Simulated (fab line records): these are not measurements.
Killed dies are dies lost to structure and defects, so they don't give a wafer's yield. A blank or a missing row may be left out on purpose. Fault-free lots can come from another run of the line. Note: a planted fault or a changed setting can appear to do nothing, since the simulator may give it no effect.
fab line records | flow nandHarc
record lots=12 wafers=34 lastDay=24
route steps=1159 shown A_CONTACT@900 END@1159
lots untouched by any fault: they come from a run of this same line in which no faults occurred
startH: hours from the record's first day to the start of the lot's first wafer shown | waitH: time in hours since the lot's previous step | " repeats the value in the row above | L1.1+2: a row that stands for several wafers | - no value present, or no start provided | * or withheld: withheld | < > ~ a bound
route shown NAME@n: a module of which the file shows steps, and the number in the route of the first | usual: mean and standard deviation over wafers with no fault | same: alike in all rows | chamber/n: place in a boat | sites: readings site by site | _std_site: standard deviation across them | _edge_site: outer sites' mean less inner sites' | radiusMm: for every site, how far away it sits from the centre of the wafer | mask NAME#n: copy n | behind: tool/chamber where the wafer was last shaped | hold: the reason the lot was held/the length of the hold in hours/how it ended | device: names the non-switching transistor (n, p or np) | end of line: at the end of the route, the tests of the same wafers | a step with no rows: only its recipe | killed: count of dies lost to structure and defects at first sort (not the wafer's yield) | map: per-die view of a wafer (x killed, . not killed, _ where there is no die)
set.NAME: the setting the step ran with; set.NAME@STEP: the setting that earlier step ran with | model.NAME: the simulator's own value behind a step, which no gauge read
the route's steps for a sample of lots (tables are steps, rows are wafers)
services: a tool's chamber out of use, with start hour (startH, from the record's first day; less than 0 if before it), hours out, and reason
## steps
# step NHARC_A_CONTACT_ETCH_75
# recipe targetDepthA=390 overEtchFrac=0.3 timeS=65 ionEnergyEv=80 cf4FlowSccm=150 arFlowSccm=0 rfW=300 biasW=100 chemistry=CF4
# usual chamberPressureMTorr=50.01/0.036 drypumpMotorCurrentA=5.6/0.46 mfcArSccm=0.014/0.016 oesProductAu=0.999/0.0087 rfVppV=151.3/1.4 showerheadPlenumPTorr=1.77/0.081 throttleValvePct=13.283/0.0089
# columns lot.wafer tool chamber startH waitH chamberPressureMTorr drypumpMotorCurrentA mfcArSccm oesProductAu rfHoursCounterH rfVppV showerheadPlenumPTorr throttleValvePct
L531.3 rieDiel-06 3 385.75 0.1 50.04 6.4 0.020 0.997 26 150.2 1.75 13.277
L531.1 " 1 " " 49.97 5.4 0.043 0.988 24 151.9 1.78 13.277
L531.5 " 3 " " 50.00 6.4 0.020 0.985 - 149.9 1.75 13.272
L534.3 rieDiel-09 3 405.28 0.1 49.98 5.7 0 1.014 42 151.1 1.66 13.270
L534.5 " 0 " " 50.01 5.4 0.014 0.986 - 150.2 1.72 13.285
L534.6 " 1 " " 50.01 4.8 0.040 0.993 - 153.3 1.83 13.298
L535.3 rieDiel-06 2 416.54 0.1 49.92 5.3 0.008 0.998 34 153.0 1.88 13.286
L535.1 " 3 " " 50.03 6.4 0.020 0.979 31 151.7 1.75 13.282
L535.5 " 0 " " 50.07 5.5 0 0.996 - 150.3 1.64 13.283
L537.4 rieDiel-06 1 432.25 0.1 50.02 5.4 0.043 1.011 1 151.3 1.77 13.272
L537.1 " 2 " " 50.04 5.3 0.008 1.004 1 153.9 1.87 13.279
L538.2 rieDiel-06 0 432.30 0.2 49.93 5.5 0 0.996 1 152.2 1.91 13.291
L538.4 " 2 " " 50.06 5.3 0.008 1.011 1 151.5 1.87 13.293
L540.4 rieDiel-09 2 444.92 0.1 50.07 5.5 0 0.994 2 150.6 1.75 13.286
L540.5 " 2 " " 50.02 5.5 0 0.988 - 151.4 1.75 13.287
L540.6 " 3 " " 50.03 5.7 0 1.005 - 150.7 1.66 13.297
L544.1 rieDiel-11 1 456.77 0.1 49.96 5.9 0.006 0.991 31 150.4 1.66 13.268
L544.4 " 2 " " 50.02 5.9 0 1.001 32 154.1 1.88 13.275
L544.5 " 0 " " 50.02 6.5 0.020 0.987 - 153.2 1.88 13.286
L545.4 rieDiel-09 0 471.86 0.1 50.00 5.5 0.014 0.999 11 151.1 1.72 13.284
L545.3 " 1 " " 49.99 4.7 0.040 0.977 12 152.7 1.82 13.272
L545.6 " 2 " " 49.99 5.5 0 0.996 - 152.6 1.75 13.309
L547.3 rieDiel-09 0 474.26 0.1 49.96 5.4 0.014 0.998 12 151.2 1.72 13.277
L547.4 " 2 " " 49.96 5.5 0 0.987 11 150.1 1.75 13.277
L547.5 " 3 " " 50.00 5.7 0 1.000 - 150.1 1.65 13.272
L548.2 rieDiel-06 2 491.36 0.1 49.98 5.3 0.008 1.009 14 152.2 1.87 13.294
L548.3 " 3 " " 49.98 6.4 0.020 0.996 15 151.7 1.74 13.288
L548.5 " 3 " " 50.01 6.4 0.020 1.005 - 151.2 1.74 13.294
L551.3 rieDiel-06 0 507.33 0.3 50.01 5.5 0 0.997 15 152.4 1.90 13.276
L551.6 " 3 " " 50.02 6.4 0.020 0.995 - 150.3 1.74 13.271
L551.5 " 1 " " 49.99 5.4 0.043 1.009 - 150.8 1.77 13.293
L552.1 rieDiel-09 3 511.02 0.1 50.08 5.7 0 0.999 20 148.3 1.65 13.290
L552.4 " 0 " " 50.02 5.5 0.014 0.990 21 150.8 1.72 13.271
L552.2 " 2 " " 50.00 5.5 0 0.986 24 152.1 1.75 13.278
# step NHARC_A_CONTACT_ETCH_76
# recipe targetDepthA=2600 overEtchFrac=0.3 timeS=475.3 ionEnergyEv=200 n2FlowSccm=150 h2FlowSccm=150 arFlowSccm=0 rfW=400 biasW=150 chemistry=N2/H2
# usual chamberPressureMTorr=30.000/0.029 drypumpMotorCurrentA=5.5/0.43 mfcArSccm=0.016/0.017 oesProductAu=1.000/0.009 rfVppV=430.9/2.8 showerheadPlenumPTorr=2.05/0.1 throttleValvePct=14.172/0.0087
# columns lot.wafer tool chamber startH waitH chamberPressureMTorr drypumpMotorCurrentA mfcArSccm oesProductAu rfHoursCounterH rfVppV showerheadPlenumPTorr throttleValvePct
L531.3 rieDiel-06 2 385.87 - 29.980 5.3 0.008 1.005 29 433.5 2.18 14.169
L531.1 " 0 " " 29.949 5.5 0 0.996 26 427.5 1.87 14.176
L531.5 " 2 " " 30.044 5.3 0.008 1.000 - 433.4 2.18 14.172
L534.3 rieDiel-09 1 405.48 - 30.007 4.8 0.040 0.997 54 433.0 2.11 14.163
L534.5 " 3 " " 29.990 5.7 0 1.019 - 425.6 1.90 14.163
L534.6 " 1 " " 30.003 4.8 0.040 0.996 - 433.9 2.11 14.184
L535.3 rieDiel-06 1 416.62 - 30.023 5.4 0.043 0.987 30 429.8 2.05 14.173
L535.1 " 3 " " 29.946 6.4 0.020 0.823 31 429.9 2.01 14.167
L535.5 " 1 " " 30.027 5.4 0.043 0.996 - 429.2 2.05 14.179
L537.4 rieDiel-06 1 432.37 - 29.989 5.4 0.043 0.991 1 431.6 2.04 14.173
L537.1 " 3 " " 30.055 6.4 0.020 0.835 0 430.3 2.01 14.180
L538.2 rieDiel-06 0 432.92 - 29.966 5.5 0 0.832 1 435.3 2.22 14.184
L538.4 " 1 " " 29.985 5.4 0.043 1.003 1 432.2 2.04 14.171
L540.4 rieDiel-09 1 445.02 - 29.986 4.8 0.040 0.985 3 431.8 2.11 14.160
L540.5 " 1 " " 29.980 4.8 0.040 1.000 - 432.5 2.11 14.169
L540.6 " 2 " " 30.018 5.5 0 0.993 - 429.9 2.02 14.166
L544.1 rieDiel-11 1 456.89 - 29.999 5.9 0.006 0.996 31 428.1 1.91 14.182
L544.4 " 2 " " 29.957 5.9 0 1.009 32 434.2 2.19 14.168
L544.5 " 1 " " 29.974 5.9 0.006 0.993 - 426.1 1.91 14.179
L545.3 rieDiel-09 2 471.94 - 29.976 5.5 0 0.995 10 429.9 2.02 14.163
L545.4 " 1 " " 30.000 4.8 0.040 0.997 12 432.5 2.10 14.168
L545.6 " 2 " " 30.010 5.5 0 0.992 - 430.2 2.02 14.168
L547.3 rieDiel-09 1 474.41 - 30.008 4.7 0.040 1.000 13 431.9 2.10 14.172
L547.4 " 2 " " 30.041 5.5 0 0.986 11 430.2 2.02 14.172
L547.5 " 3 " " 30.067 5.7 0 1.003 - 427.8 1.89 14.173
L548.2 rieDiel-06 1 491.48 - 29.949 5.4 0.043 0.995 15 432.0 2.04 14.171
L548.3 " 3 " " 30.031 6.4 0.020 0.990 15 430.2 2.01 14.180
L548.5 " 1 " " 29.992 5.4 0.043 0.991 - 431.6 2.04 14.186
L551.3 rieDiel-06 3 507.54 - 30.028 6.4 0.020 0.982 16 430.3 2.01 14.160
L551.6 " 1 " " 29.982 5.4 0.043 1.003 - 430.9 2.04 14.183
L551.5 " 2 " " 29.989 5.3 0.008 1.008 - 432.6 2.17 14.164
L552.2 rieDiel-09 3 511.12 - 29.999 5.7 0 1.003 20 426.1 1.89 14.172
L552.4 " 1 " " 30.022 4.8 0.040 0.995 25 431.9 2.10 14.163
L552.1 " 2 " " 29.989 5.5 0 0.985 24 429.0 2.01 14.167
# step NHARC_A_CONTACT_ETCH_124
# recipe sourceW=withheld pressureMtorr=20 biasV=withheld timeS=140 targetDepthA=7000 arFlowSccm=withheld c4f8FlowSccm=withheld o2FlowSccm=withheld chemistry=C4F8/O2/Ar
# usual chamberPressureMTorr=20.001/0.019
# columns lot.wafer tool chamber startH waitH chamberPressureMTorr rfHoursCounterH
L531.1 harCapEtch-01 0 386.82 - 20.024 58
L531.3 " 0 " " 19.975 -
L531.5 " 0 " " 19.983 -
L534.3 harCapEtch-03 1 406.63 - 19.975 -
L534.6 " 1 " " 20.048 -
L534.5 " 0 " " 20.005 -
L535.1 harCapEtch-03 0 417.57 - 20.012 89
L535.3 " 0 " " 19.973 -
L535.5 " 0 " " 20.002 -
L537.1 harCapEtch-01 0 433.70 - 20.006 66
L537.4 " 1 " " 19.994 -
L538.2 harCapEtch-02 0 434.09 - 19.996 18
L538.4 " 0 " " 20.030 -
L540.4 harCapEtch-01 0 446.04 - 20.024 -
L540.6 " 0 " " 20.036 -
L540.5 " 1 " " 20.020 -
L544.1 harCapEtch-03 1 457.80 - 19.996 97
L544.4 " 0 " " 20.015 -
L544.5 " 1 " " 20.019 -
L545.4 harCapEtch-01 1 472.95 - 20.011 -
L545.3 " 0 " " 19.988 -
L545.6 " 1 " " 19.982 -
L547.4 harCapEtch-03 0 475.36 - 19.990 -
L547.3 " 1 " " 19.978 -
L547.5 " 1 " " 19.980 -
L548.2 harCapEtch-03 1 492.39 - 20.000 104
L548.3 " 0 " " 20.001 -
L548.5 " 1 " " 20.032 -
L551.3 harCapEtch-01 0 508.51 - 20.013 -
L551.6 " 1 " " 20.011 -
L551.5 " 0 " " 20.006 -
L552.1 harCapEtch-02 0 512.06 - 19.997 33
L552.2 " 1 " " 20.002 33
L552.4 " 0 " " 19.991 -
# step NHARC_A_CONTACT_ETCH_127
# recipe sourceW=withheld pressureMtorr=20 biasV=1200 timeS=155 targetDepthA=9560 arFlowSccm=withheld c4f8FlowSccm=withheld o2FlowSccm=withheld chemistry=C4F8/O2/Ar
# usual chamberPressureMTorr=20.001/0.019
# columns lot.wafer tool chamber startH waitH chamberPressureMTorr rfHoursCounterH
L531.1 harCapEtch-01 0 387.30 0.1 20.011 58
L531.3 " 0 " " 19.983 -
L531.5 " 0 " " 19.984 -
L534.3 harCapEtch-03 1 407.10 0.1 19.973 -
L534.6 " 1 " " 20.010 -
L534.5 " 0 " " 20.023 -
L535.1 harCapEtch-03 0 418.05 0.1 20.022 89
L535.3 " 0 " " 19.989 -
L535.5 " 0 " " 20.019 -
L537.1 harCapEtch-01 0 434.17 0.1 20.020 66
L537.4 " 1 " " 19.992 -
L538.2 harCapEtch-02 0 434.56 0.1 19.974 18
L538.4 " 0 " " 19.991 -
L540.4 harCapEtch-01 0 446.51 0.1 20.012 -
L540.6 " 0 " " 20.020 -
L540.5 " 1 " " 20.016 -
L544.1 harCapEtch-03 1 458.28 0.1 19.996 98
L544.4 " 0 " " 20.016 -
L544.5 " 1 " " 20.012 -
L545.4 harCapEtch-01 1 473.41 0.1 19.995 -
L545.3 " 0 " " 19.991 -
L545.6 " 1 " " 20.027 -
L547.4 harCapEtch-03 0 475.83 0.1 20.009 -
L547.3 " 1 " " 19.987 -
L547.5 " 1 " " 19.996 -
L548.2 harCapEtch-03 1 492.88 0.1 19.993 104
L548.3 " 0 " " 19.993 -
L548.5 " 1 " " 20.003 -
L551.3 harCapEtch-01 0 508.97 0.1 19.997 -
L551.6 " 1 " " 20.000 -
L551.5 " 0 " " 20.010 -
L552.1 harCapEtch-02 0 512.55 0.1 20.002 34
L552.2 " 1 " " 19.991 34
L552.4 " 0 " " 20.023 -
# step NHARC_END_SORT_01
# recipe tempC=25
# usual killedAtArray=29/11 killedAtOther=0.7/1.1 killedAtPeriphery=2.9/2.2 killedDies=33/11 killedOpen=3.1/1.8 killedShort=1.9/1.4
# same grossDies=677
# columns lot.wafer tool chamber startH waitH killedAtArray killedAtOther killedAtPeriphery killedDies killedOpen killedShort
L531.1 prober-01 0 448.51 2.5 22 0 4 26 2 1
L531.3 prober-01 0 450.10 3.1 37 0 2 39 7 2
L531.5 prober-01 0 451.69 3.7 28 1 2 31 4 0
L534.3 prober-01 0 465.62 3.1 35 0 2 37 4 0
L534.5 prober-01 0 467.21 3.7 36 1 4 41 4 2
L534.6 prober-01 0 468.01 4.0 43 0 4 47 5 2
L535.1 prober-01 0 479.09 2.5 582 1 2 585 4 3
L535.3 prober-01 0 480.71 3.1 30 0 2 32 1 0
L535.5 prober-01 0 482.34 3.7 33 0 4 37 4 2
L537.1 prober-01 0 489.16 2.5 589 1 1 591 5 2
L537.4 prober-01 0 491.53 3.4 25 3 1 29 1 2
L538.2 prober-02 0 497.73 2.8 577 1 0 578 2 3
L538.4 prober-02 0 499.32 3.4 23 0 3 26 1 0
L540.4 prober-01 0 515.98 3.4 34 0 0 34 0 2
L540.5 prober-01 0 516.78 3.7 28 1 2 31 3 2
L540.6 prober-01 0 517.57 4.0 26 1 1 28 2 0
L544.1 prober-01 0 521.42 2.5 44 1 4 49 5 1
L544.4 prober-01 0 523.80 3.4 49 3 0 52 2 2
L544.5 prober-01 0 524.59 3.7 33 7 3 43 3 1
L545.3 prober-01 0 535.74 3.1 43 1 2 46 4 0
L545.4 prober-01 0 536.53 3.4 46 0 0 46 1 1
L545.6 prober-01 0 538.12 4.0 51 0 3 54 4 2
L547.3 prober-01 0 543.48 3.1 41 0 6 47 2 2
L547.4 prober-01 0 544.28 3.4 35 1 2 38 3 2
L547.5 prober-01 0 545.08 3.7 32 1 3 36 3 3
L548.2 prober-01 0 556.04 2.8 47 0 0 47 4 1
L548.3 prober-01 0 556.84 3.1 48 0 3 51 3 5
L548.5 prober-01 0 558.44 3.7 47 1 0 48 1 5
L552.1 prober-02 0 569.26 2.5 34 2 0 36 3 2
L552.2 prober-02 0 570.07 2.8 31 2 0 33 0 3
L552.4 prober-02 0 571.69 3.4 26 6 1 33 2 1
L551.3 prober-01 0 572.43 3.1 33 1 0 34 4 0
L551.5 prober-01 0 574.06 3.8 33 0 1 34 2 1
L551.6 prober-01 0 574.88 4.1 35 0 0 35 0 4
# killed by level:class
L531.1 A_CHANNEL_HOLE_D1:chamberFilmFlake=9 A_SLIT:chamberFilmFlake=7 P_GATE:chamberFilmFlake=2 A_CONTACT:chamberFilmFlake=2 P_GATE:geometricParticle:open=1 A_SOURCE_PLATE:geometricParticle:open=1 A_M0:geometricParticle:short=1 P_STI:chamberFilmFlake=1
L531.3 A_CHANNEL_HOLE_D1:chamberFilmFlake=15 A_SLIT:chamberFilmFlake=10 A_WL_FILL:geometricParticle:open=2 A_CONTACT:geometricParticle:open=2 P_CONTACT:geometricParticle:open=1 A_SOURCE_PLATE:geometricParticle:short=1 A_SOURCE_PLATE:geometricParticle:open=1 A_M0:geometricParticle:short=1
L531.5 A_SLIT:chamberFilmFlake=12 A_CHANNEL_HOLE_D1:chamberFilmFlake=8 P_CONTACT:chamberFilmFlake=2 A_CHANNEL_FILL_D1:geometricParticle:open=1 A_WL_FILL:geometricParticle:open=1 A_CONTACT:geometricParticle:open=1 A_M0:geometricParticle:open=1 A_ZERO_WELL:chamberFilmFlake=1
L534.3 A_CHANNEL_HOLE_D1:chamberFilmFlake=12 A_SLIT:chamberFilmFlake=7 A_CONTACT:chamberFilmFlake=7 A_SGD_CUT:chamberFilmFlake=4 A_CHANNEL_FILL_D1:geometricParticle:open=2 A_WL_FILL:geometricParticle:open=1 A_CONTACT:geometricParticle:open=1 P_ZERO_WELL:chamberFilmFlake=1
L534.5 A_CHANNEL_HOLE_D1:chamberFilmFlake=13 A_SLIT:chamberFilmFlake=8 A_SGD_CUT:chamberFilmFlake=6 A_CONTACT:chamberFilmFlake=5 P_CONTACT:geometricParticle:open=1 P_M0:geometricParticle:short=1 P_M1:geometricParticle:open=1 A_SOURCE_PLATE:geometricParticle:short=1
L534.6 A_SLIT:chamberFilmFlake=12 A_CHANNEL_HOLE_D1:chamberFilmFlake=7 A_SGD_CUT:chamberFilmFlake=5 A_STAIRCASE:chamberFilmFlake=4 A_CONTACT:chamberFilmFlake=4 A_M0:chamberFilmFlake=4 A_WL_FILL:geometricParticle:open=2 A_WL_FILL:geometricParticle:short=2
L535.1 A_CONTACT:areaEtch=547 A_CHANNEL_HOLE_D1:chamberFilmFlake=13 A_SLIT:chamberFilmFlake=10 A_CONTACT:chamberFilmFlake=5 P_M2:geometricParticle:open=1 A_CHANNEL_FILL_D1:geometricParticle:short=1 A_WL_FILL:geometricParticle:open=1 A_WL_FILL:geometricParticle:short=1
L535.3 A_CHANNEL_HOLE_D1:chamberFilmFlake=11 A_SLIT:chamberFilmFlake=10 A_CONTACT:chamberFilmFlake=6 P_ZERO_WELL:chamberFilmFlake=2 A_ZERO_WELL:chamberFilmFlake=2 A_CONTACT:geometricParticle:open=1
L535.5 A_CHANNEL_HOLE_D1:chamberFilmFlake=14 A_SLIT:chamberFilmFlake=10 P_ZERO_WELL:chamberFilmFlake=3 A_CONTACT:geometricParticle:open=2 A_WL_FILL:chamberFilmFlake=2 P_M0:geometricParticle:open=1 A_ONON_D1:geometricParticle:open=1 A_ONON_D1:geometricParticle:short=1
L537.1 A_CONTACT:areaEtch=560 A_CHANNEL_HOLE_D1:chamberFilmFlake=18 A_ONON_D1:geometricParticle:short=2 A_CONTACT:geometricParticle:open=2 A_CONTACT:chamberFilmFlake=2 P_M0:geometricParticle:open=1 A_ONON_D1:geometricParticle:open=1 STARTING-WAFER:geometricParticle:open=1
L537.4 A_CHANNEL_HOLE_D1:chamberFilmFlake=16 A_STAIRCASE:chamberFilmFlake=3 A_CONTACT:chamberFilmFlake=3 THIN_TSV:chamberFilmFlake=3 A_M1:geometricParticle:short=2 A_ONON_D1:geometricParticle:open=1 P_ZERO_WELL:chamberFilmFlake=1
L538.2 A_CONTACT:areaEtch=552 A_CHANNEL_HOLE_D1:chamberFilmFlake=16 A_STAIRCASE:chamberFilmFlake=3 A_CONTACT:geometricParticle:open=2 A_CONTACT:chamberFilmFlake=2 A_WL_FILL:geometricParticle:short=1 A_CONTACT:geometricParticle:short=1 STARTING-WAFER:geometricParticle:short=1
L538.4 A_CHANNEL_HOLE_D1:chamberFilmFlake=13 A_CONTACT:chamberFilmFlake=5 A_STAIRCASE:chamberFilmFlake=2 A_CONTACT:geometricParticle:open=1 P_ZERO_WELL:chamberFilmFlake=1 P_STI:chamberFilmFlake=1 P_M1:chamberFilmFlake=1 A_ZERO_WELL:chamberFilmFlake=1
L540.4 A_SLIT:chamberFilmFlake=14 A_CHANNEL_HOLE_D1:chamberFilmFlake=8 A_CONTACT:chamberFilmFlake=6 A_SGD_CUT:chamberFilmFlake=3 A_CHANNEL_FILL_D1:geometricParticle:short=2 A_STAIRCASE:chamberFilmFlake=1
L540.5 A_SLIT:chamberFilmFlake=13 A_CONTACT:chamberFilmFlake=4 A_CHANNEL_HOLE_D1:chamberFilmFlake=3 A_ZERO_WELL:chamberFilmFlake=2 A_SGD_CUT:chamberFilmFlake=2 P_CONTACT:geometricParticle:short=1 P_M2:geometricParticle:short=1 A_ONON_D1:geometricParticle:open=1
L540.6 A_SLIT:chamberFilmFlake=14 A_CHANNEL_HOLE_D1:chamberFilmFlake=5 A_CONTACT:chamberFilmFlake=4 A_CONTACT:geometricParticle:open=1 STARTING-WAFER:geometricParticle:open=1 P_M0:chamberFilmFlake=1 A_STAIRCASE:chamberFilmFlake=1 A_SGD_CUT:chamberFilmFlake=1
L544.1 A_SLIT:chamberFilmFlake=18 A_CHANNEL_HOLE_D1:chamberFilmFlake=17 A_STAIRCASE:chamberFilmFlake=3 A_CONTACT:chamberFilmFlake=3 P_STI:geometricParticle:open=1 P_CONTACT:geometricParticle:open=1 P_M1:geometricParticle:open=1 A_SOURCE_PLATE:geometricParticle:short=1
L544.4 A_SLIT:chamberFilmFlake=21 A_CHANNEL_HOLE_D1:chamberFilmFlake=18 A_STAIRCASE:chamberFilmFlake=3 THIN_TSV:chamberFilmFlake=3 A_CONTACT:chamberFilmFlake=2 A_SOURCE_PLATE:geometricParticle:open=1 A_CHANNEL_FILL_D1:geometricParticle:short=1 A_WL_FILL:geometricParticle:short=1
L544.5 A_CHANNEL_HOLE_D1:chamberFilmFlake=17 A_SLIT:chamberFilmFlake=8 A_STAIRCASE:chamberFilmFlake=6 THIN_TSV:chamberFilmFlake=6 P_GATE:geometricParticle:open=1 P_M1:geometricParticle:open=1 A_CONTACT:geometricParticle:short=1 A_BLC:geometricParticle:open=1
L545.3 A_CHANNEL_HOLE_D1:chamberFilmFlake=18 A_SLIT:chamberFilmFlake=16 A_CONTACT:chamberFilmFlake=4 A_STAIRCASE:chamberFilmFlake=2 P_M0:geometricParticle:open=1 A_ONON_D1:geometricParticle:open=1 A_WL_FILL:geometricParticle:open=1 A_CONTACT:geometricParticle:open=1
L545.4 A_CHANNEL_HOLE_D1:chamberFilmFlake=17 A_SLIT:chamberFilmFlake=16 A_STAIRCASE:chamberFilmFlake=5 A_CONTACT:chamberFilmFlake=4 A_ZERO_WELL:chamberFilmFlake=2 A_ONON_D1:geometricParticle:short=1 A_CONTACT:geometricParticle:open=1
L545.6 A_SLIT:chamberFilmFlake=18 A_CHANNEL_HOLE_D1:chamberFilmFlake=18 A_STAIRCASE:chamberFilmFlake=5 A_ZERO_WELL:chamberFilmFlake=3 A_CONTACT:geometricParticle:open=2 A_CONTACT:chamberFilmFlake=2 P_GATE:geometricParticle:open=1 P_M0:geometricParticle:short=1
L547.3 A_SLIT:chamberFilmFlake=21 A_CONTACT:chamberFilmFlake=6 A_CHANNEL_HOLE_D1:chamberFilmFlake=5 A_STAIRCASE:chamberFilmFlake=3 P_STI:chamberFilmFlake=2 P_GATE:chamberFilmFlake=2 A_CHANNEL_FILL_D1:chamberFilmFlake=2 A_BLC:chamberFilmFlake=2
L547.4 A_SLIT:chamberFilmFlake=18 A_CHANNEL_HOLE_D1:chamberFilmFlake=5 A_CONTACT:chamberFilmFlake=4 A_ZERO_WELL:chamberFilmFlake=3 A_CONTACT:geometricParticle:open=2 P_GATE:chamberFilmFlake=2 A_WL_FILL:geometricParticle:open=1 A_CONTACT:geometricParticle:short=1
L547.5 A_SLIT:chamberFilmFlake=13 A_CHANNEL_HOLE_D1:chamberFilmFlake=5 A_CONTACT:chamberFilmFlake=5 A_STAIRCASE:chamberFilmFlake=4 A_M0:geometricParticle:open=2 P_STI:chamberFilmFlake=2 A_CHANNEL_FILL_D1:geometricParticle:short=1 A_WL_FILL:geometricParticle:short=1
L548.2 A_CHANNEL_HOLE_D1:chamberFilmFlake=18 A_SLIT:chamberFilmFlake=17 A_CONTACT:chamberFilmFlake=4 A_CHANNEL_FILL_D1:chamberFilmFlake=2 A_SOURCE_PLATE:geometricParticle:open=1 A_ONON_D1:geometricParticle:open=1 A_CHANNEL_FILL_D1:geometricParticle:open=1 A_WL_FILL:geometricParticle:short=1
L548.3 A_CHANNEL_HOLE_D1:chamberFilmFlake=18 A_SLIT:chamberFilmFlake=17 A_CHANNEL_FILL_D1:geometricParticle:short=2 A_M0:geometricParticle:short=2 A_STAIRCASE:chamberFilmFlake=2 A_CONTACT:chamberFilmFlake=2 P_GATE:geometricParticle:short=1 P_M1:geometricParticle:open=1
L548.5 A_SLIT:chamberFilmFlake=17 A_CHANNEL_HOLE_D1:chamberFilmFlake=16 A_CONTACT:chamberFilmFlake=4 A_CHANNEL_FILL_D1:geometricParticle:short=2 A_CHANNEL_FILL_D1:chamberFilmFlake=2 A_STAIRCASE:chamberFilmFlake=2 A_CHANNEL_HOLE_D1:geometricParticle:short=1 A_STAIRCASE:geometricParticle:open=1
L552.1 A_SLIT:chamberFilmFlake=16 A_CHANNEL_HOLE_D1:chamberFilmFlake=8 A_WL_FILL:chamberFilmFlake=3 A_CONTACT:geometricParticle:short=2 A_CONTACT:chamberFilmFlake=2 HYBRID_BOND:chamberFilmFlake=2 A_SGD_CUT:geometricParticle:open=1 A_BLC:geometricParticle:open=1
L552.2 A_SLIT:chamberFilmFlake=18 A_CHANNEL_HOLE_D1:chamberFilmFlake=4 A_STAIRCASE:chamberFilmFlake=2 A_CONTACT:chamberFilmFlake=2 HYBRID_BOND:chamberFilmFlake=2 A_ONON_D1:geometricParticle:short=1 A_WL_FILL:geometricParticle:short=1 A_M0:geometricParticle:short=1
L552.4 A_SLIT:chamberFilmFlake=14 A_CHANNEL_HOLE_D1:chamberFilmFlake=8 HYBRID_BOND:chamberFilmFlake=4 A_WL_FILL:chamberFilmFlake=2 P_CONTACT:geometricParticle:open=1 A_ONON_D1:geometricParticle:short=1 A_WL_FILL:geometricParticle:open=1 THIN_TSV:chamberFilmFlake=1
L551.3 A_SLIT:chamberFilmFlake=11 A_STAIRCASE:chamberFilmFlake=10 A_CHANNEL_HOLE_D1:chamberFilmFlake=5 A_CONTACT:chamberFilmFlake=4 A_CHANNEL_HOLE_D1:geometricParticle:open=1 A_CONTACT:geometricParticle:open=1 A_BLC:geometricParticle:open=1 STARTING-WAFER:geometricParticle:open=1
L551.5 A_SLIT:chamberFilmFlake=11 A_CHANNEL_HOLE_D1:chamberFilmFlake=8 A_CONTACT:chamberFilmFlake=6 A_STAIRCASE:chamberFilmFlake=5 A_WL_FILL:geometricParticle:short=1 A_WL_FILL:geometricParticle:open=1 A_CONTACT:geometricParticle:open=1 P_GATE:chamberFilmFlake=1
L551.6 A_SLIT:chamberFilmFlake=17 A_CHANNEL_HOLE_D1:chamberFilmFlake=7 A_STAIRCASE:chamberFilmFlake=4 A_WL_FILL:geometricParticle:short=3 A_CONTACT:chamberFilmFlake=3 A_CHANNEL_FILL_D1:geometricParticle:short=1
## services
# columns tool chamber startH hours kind
rieDiel-09 3 361.78 33.2 repair
rieDiel-11 - 366.57 9.0 pm
rieDiel-06 0 372.82 - clean
rieDiel-06 1 372.82 - clean
rieDiel-06 2 372.82 - clean
rieDiel-06 3 372.82 - clean
rieDiel-06 0 397.32 - clean
rieDiel-06 1 397.32 - clean
rieDiel-06 2 397.32 - clean
rieDiel-06 3 397.32 - clean
rieDiel-09 2 401.76 4.6 repair
rieDiel-09 0 414.73 17.9 repair
rieDiel-11 0 415.66 3.6 repair
rieDiel-06 - 418.20 9.0 pm
rieDiel-06 0 418.20 9.0 ventCycle
rieDiel-06 1 418.20 9.0 ventCycle
rieDiel-06 2 418.20 9.0 ventCycle
rieDiel-06 3 418.20 9.0 ventCycle
rieDiel-06 3 430.53 1.5 repair
rieDiel-09 - 431.22 9.0 pm
rieDiel-06 0 443.98 8.6 repair
rieDiel-06 2 502.43 5.0 repair
rieDiel-11 3 506.89 14.9 repair
rieDiel-06 0 508.47 4.6 repair
## key
firstSign step=NHARC_A_CONTACT_ETCH_76 reading=oesProductAu direction=down sigmas=19 usual=1.000 struck=0.830
effect step=NHARC_END_SORT_01 reading=killedDies direction=up sigmas=50 usual=33 struck=585
moreKillsBornAt NHARC_A_CONTACT_ETCH_76@rieDiel-06=1659
metAt NHARC_A_CONTACT_ETCH_76
struckLots L535,L537,L538
struckWafers L535.1,L537.1,L538.2
laterRowsLeftOut L535.1,L537.1,L538.2
testerLeftOut L535,L537,L538
notActingAt NHARC_A_CONTACT_ETCH_75,NHARC_A_CONTACT_ETCH_124,NHARC_A_CONTACT_ETCH_127
onsetBetween 385.87 416.62
fault kind=processParameterDrift tool=rieDiel-06 chamber=- onsetH=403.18 steps=NHARC_A_CONTACT_ETCH_76 channel=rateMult offset=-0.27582 shape=step endH=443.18 scope=struckWafersOnly
# testerLeftOut: of these lots the tester's yield and bins aren't shown, on N5 and GAA mostly nor the transistor test; their killed dies are dies lost to structure and defects alone, not to doping, threshold or leakage, so they don't give the yield
# laterRowsLeftOut: the simulator's readings of these wafers behind a module that went badly wrong aren't trusted and aren't shown, but for the sort
